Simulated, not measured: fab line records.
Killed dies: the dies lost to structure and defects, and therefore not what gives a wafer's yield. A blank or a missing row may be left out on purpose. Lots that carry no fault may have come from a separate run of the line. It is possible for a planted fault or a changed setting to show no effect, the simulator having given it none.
Matching of chambers + flow nand_harc + NHARC_P_BONDPAD_CMP_32 on cmp-04: 4 sister chambers
The step polishes SiCN, target thk 200 nm. 4 wafers are shown with their chamber, then 7 later ones without.

## EACH WAFER AND ITS CHAMBER
| wafer  | chamber | motor_current_A (A) |
|--------|---------|---------------------|
| L081.2 | 2       | 13.7                |
| L081.6 | 0       | 11.3                |
| L088.2 | 3       | 10.8                |
| L088.3 | 1       | 11.6                |

## WAFERS WHOSE CHAMBER IS MISSING
| wafer  | motor_current_A (A) |
|--------|---------------------|
| L088.5 | 14.6                |
| L089.2 | 10.5                |
| L089.3 | 11.5                |
| L089.4 | 13.9                |
| L091.2 | 10.3                |
| L091.3 | 11.7                |
| L091.6 | 14.6                |

## THE CHAMBER EACH PASSED THROUGH
| wafer  | from the rows above          | in truth |
|--------|------------------------------|----------|
| L088.5 | 2                            | 2        |
| L089.2 | can't be placed: 3 or 0 or 1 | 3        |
| L089.3 | can't be placed: 1 or 0 or 3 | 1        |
| L089.4 | 2                            | 2        |
| L091.2 | can't be placed: 3 or 0 or 1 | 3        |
| L091.3 | can't be placed: 1 or 0 or 3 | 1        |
| L091.6 | 2                            | 2        |
Correct placement for 3 of the 7. From these rows, 4 cannot be placed; in 4 the true chamber is one of the candidates. Placed wrongly: 0.
How it was worked out, from the rows above alone: a wafer's distance from a chamber is the root of the sum, over the readings, of the square of ((its reading less the chamber's mean) divided by the reading's scatter). If the next closest chamber is less than 2 further off than the closest, the wafer can't be placed; otherwise it belongs to the closest. A chamber's mean is the mean of its shown wafers. The scatter: root of mean squared gap, hidden wafer to nearest shown wafer, with one shown wafer a chamber.
